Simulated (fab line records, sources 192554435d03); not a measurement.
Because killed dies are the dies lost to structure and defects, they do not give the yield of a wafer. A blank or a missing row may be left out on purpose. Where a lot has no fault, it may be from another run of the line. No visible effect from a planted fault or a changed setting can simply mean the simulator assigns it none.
Struck lot and sound lot, side by side :: flow n5 finfet :: 19 out of 1938 route steps
Sound: wafers L333.1, L333.2, L333.5. Struck: wafers L344.3, L344.5. (L344.1 of the same lot was not struck and is left out.) The cause comes at the end.
Each step with rows lists, per side, the tool, then ch with its chambers, then its first start. Under that, the readings that differ: sound wafers :: struck wafers :: difference of the means :: sigmas: that difference in standard deviations of wafers without a fault.
alike: readings with means less than 2 such deviations apart, plus words and numbers identical on both sides. not compared: withheld readings, readings lacking a value on some wafer, bounds such as >300 that could conceal the same value, and numbers that have no deviation in the record and whose values overlap.
The two part at a step that has a row with sigmas, a row that says differs or no value, or rows on one side only. Numbers that have no deviation but don't overlap get no sigmas and don't part them. A reading missing from all wafers of one side parts the sides only when that side holds two or more wafers.

first, 9 steps without rows for these wafers: N5_BEOL_M2_COAT_67 (time 60 s, resist thk 60 nm); N5_BEOL_M2_COAT_68 (time 60 s, resist thk 12 nm); N5_BEOL_M2_COAT_76 (time 60 s, resist thk 5 nm); N5_BEOL_M2_COAT_22 (resist thk 30 nm); N5_BEOL_M2_EBR_24; N5_BEOL_M2_SOFTBAKE_23 (time 60 s); N5_BEOL_M2_EXPOSE_25 (exposes mask V1, defocus 5 nm); N5_BEOL_M2_PEB_26 (peb time 60 s); N5_BEOL_M2_DEVELOP_27 (develop time 30 s).
N5_BEOL_M2_CD_MEAS_28: target cd 26.2 nm, target cd y 24.1 nm.
  sound on cd sem-01 ch 0, day 8 03:58; struck on cd sem-02 ch 0, day 11 00:42
  alike: cd nm
N5_BEOL_M2_OVL_MEAS_29:
  sound on overlay-01 ch 0, day 8 03:59; struck on overlay-01 ch 0, day 11 00:44
  alike: V1_OVL
N5_BEOL_M2_INSPECT_30: inspects for defects (brightfield).
  sound on defect inspect-01 at day 8 04:03; struck on defect inspect-02 at day 11 00:47
  alike: raw defect count
N5_BEOL_M2_DESCUM_33: chemistry O2, time 7 s.
  sound on rie diel-05 ch 0,1, day 8 04:05; struck on rie diel-04 ch 1,2, day 11 00:51
reading: oes product au (a.u.)
sound: 0.80 0.72 0.72
struck: 0.94 0.98
difference: +0.21
sigmas: +2

reading: rf vpp V (V)
sound: 241.8 241.4 242.1
struck: 244.0 246.4
difference: +3.4
sigmas: +2

reading: showerhead plenum p Torr (Torr)
sound: 2.03 1.96 1.96
struck: 2.12 2.20
difference: +0.18
sigmas: +2

reading: model.CAR-EUV_of_BEOL_M2_COAT_22.thk nm (nm)
sound: 26.2 26 26.2
struck: 24.2 24.2
difference: -1.9
sigmas: 
  alike: drypump motor current A, throttle valve pct
  not compared: rf hours counter h
N5_BEOL_M2_ETCH_77: etches underlayer in N2/H2, target depth 6.5 nm, time 5.2 s.
  sound on rie diel-05 ch 0,1, day 8 04:07; struck on rie diel-04 ch 1,2, day 11 00:53
reading: oes product au (a.u.)
sound: 0.67 0.61 0.60
struck: 0.79 0.81
difference: +0.17
sigmas: +2
  alike: drypump motor current A, etch rf on time s, rf vpp V, showerhead plenum p Torr, throttle valve pct
  not compared: rf hours counter h
N5_BEOL_M2_ETCH_69: etches SiARC in CF4, target depth 15.6 nm, time 26 s.
  sound on rie diel-05 ch 0,1, day 8 04:08; struck on rie diel-04 ch 1,2, day 11 00:54
reading: oes product au (a.u.)
sound: 0.66 0.61 0.61
struck: 0.79 0.80
difference: +0.17
sigmas: +2

reading: rf vpp V (V)
sound: 183.2 182.6 181.5
struck: 185.2 186.4
difference: +3.4
sigmas: +3

reading: showerhead plenum p Torr (Torr)
sound: 2.08 2.05 2.05
struck: 2.20 2.27
difference: +0.18
sigmas: +2
  alike: drypump motor current A, etch rf on time s, throttle valve pct
  not compared: rf hours counter h
N5_BEOL_M2_ALD_98: deposits SiO2, target thk 2.5 nm, pulse time 1 s, co reactant pulse time 1 s.
  sound on ald sin-01 ch 0,3, day 8 04:13; struck on ald sin-01 ch 0,1, day 11 00:59
  alike: heater power w, precursor pulse height rel, susceptor temp C
N5_BEOL_M2_ETCHBACK_99: etches SiO2 in CHF3, target depth 5 nm, time 10.4 s.
  sound on rie diel-01 ch 0,1,3, day 8 10:17; struck on rie diel-05 ch 0, day 11 01:20
reading: drypump motor current A (A)
sound: 6.0 5.9 5.2
struck: 4.9 4.9
difference: -0.8
sigmas: -2

reading: model.CAR-EUV_of_BEOL_M2_COAT_22.thk nm (nm)
sound: 10.6 10.4 10.4
struck: 8.6 8.6
difference: -1.9
sigmas: 
  alike: oes_f_703_au, oes product au, rf vpp V, showerhead plenum p Torr, throttle valve pct
  not compared: rf hours counter h
N5_BEOL_M2_ETCH_70: etches SOC in N2/H2, target depth 80 nm, overetch 24 nm, time 130 s.
  sound on rie diel-01 ch 0,1,3, day 8 10:19; struck on rie diel-05 ch 0, day 11 01:23
reading: drypump motor current A (A)
sound: 6.0 5.9 5.2
struck: 4.8 4.9
difference: -0.9
sigmas: -2
  alike: oes product au, rf vpp V, showerhead plenum p Torr, throttle valve pct
  not compared: rf hours counter h
N5_BEOL_M4_RC_MEAS_101:
  sound on prober-02 ch 0, day 9 14:24; struck on prober-02 ch 0, day 12 15:11
  alike: DIBL_N, DIBL_P, IOFF_N, IOFF_P, ION_N, ION_P, SS_N, SS_P, VT_N, VT_P

== WHERE THEY PART ==
First at N5_BEOL_M2_DESCUM_33; last, within this record, at N5_BEOL_M2_ETCH_70. Later steps at which nothing parts them and some readings are alike: N5_BEOL_M4_RC_MEAS_101.

WHY: the cause the simulator had injected
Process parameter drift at N5_BEOL_M2_DESCUM_33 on rie diel-04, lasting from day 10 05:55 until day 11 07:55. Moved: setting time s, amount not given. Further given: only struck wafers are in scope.
